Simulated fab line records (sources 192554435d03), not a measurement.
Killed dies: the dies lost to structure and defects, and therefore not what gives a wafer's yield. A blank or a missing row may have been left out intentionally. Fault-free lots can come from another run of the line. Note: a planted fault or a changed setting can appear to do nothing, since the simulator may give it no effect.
3 desks, one fault    flow n5_finfet    only its own numbers are on each desk; what lay behind them is given at the end

THE DEFECT DESK
Per lot, the means of the sampled wafers with a number show what the inspections along the route counted. A lot is out of limits, marked OUT, if its mean lies more than 4 standard deviations from the usual mean; the brackets give that distance.
Columns: A = raw_defect_count at N5_BEOL_M10_INSPECT_13, usual 430
lot   first seen here  A
L549  day 11 21:12     390
L556  day 13 09:40     606
L563  day 15 07:31     410
L564  day 16 01:31     586
L568  day 16 15:27     320
L571  day 17 18:53     434
This desk's verdict: no lot among the 6 shows anything out of limits.

THE TOOL OWNER'S DESK: rie_diel-06
The tool's own readings at N5_BEOL_M10_ETCH_62 (etches SOC in N2/H2, target depth 110 nm, overetch 22 nm, time 165 s): means of the sampled wafers that have a number, for each lot that ran on this tool. A lot is out of limits, marked OUT, if its mean lies more than 4 standard deviations from the usual mean; the brackets give that distance.
Columns: A = drypump_motor_current_A at N5_BEOL_M10_ETCH_62, usual 5.8 A; B = oes_product_au at N5_BEOL_M10_ETCH_62, usual 0.65 a.u.; C = rf_fwd_power_W at N5_BEOL_M10_ETCH_62, usual 837.7 W; D = rf_vpp_V at N5_BEOL_M10_ETCH_62, usual 524.5 V; E = showerhead_plenum_p_Torr at N5_BEOL_M10_ETCH_62, usual 2.57 Torr; F = throttle_valve_pct at N5_BEOL_M10_ETCH_62, usual 17.89 %
lot   first seen here  A    B     C      D      E     F
L556  day 13 09:53     5.7  0.61  837.3  524.5  2.56  17.83
L563  day 15 07:46     5.3  0.62  839.4  524.1  2.60  17.90
L564  day 16 01:50     5.6  0.62  840.8  524.5  2.56  17.90
This desk's verdict: no lot among the 3 shows anything out of limits.

THE METROLOGY DESK
Lot by lot, what the gauges showed, no matter which tool ran the lot: averages of those sampled wafers that carry a number. A lot is out of limits, marked OUT, if its mean lies more than 4 standard deviations from the usual mean; the brackets give that distance.
Columns: A = cd_nm at N5_BEOL_M10_CD_MEAS_11, usual 64.2 nm; B = M10_OVL at N5_BEOL_M10_OVL_MEAS_12, usual 0.1 nm
lot   first seen here  A     B
L549  day 11 21:08     63.6  -1.0
L556  day 13 09:37     64.3  0.1
L563  day 15 07:28     63.8  -0.3
L564  day 16 01:27     63.4  -0.5
L568  day 16 15:23     64.5  0.4
L571  day 17 18:50     64.3  0.3
This desk's verdict: no lot among the 6 shows anything out of limits.

BROUGHT TOGETHER
No out-of-limits result turned up at the defect desk.
Nothing out of limits was seen by the tool owner's desk.
Metrology desk: nothing out of limits seen.

WHAT WAS PUT IN BY THE SIMULATOR
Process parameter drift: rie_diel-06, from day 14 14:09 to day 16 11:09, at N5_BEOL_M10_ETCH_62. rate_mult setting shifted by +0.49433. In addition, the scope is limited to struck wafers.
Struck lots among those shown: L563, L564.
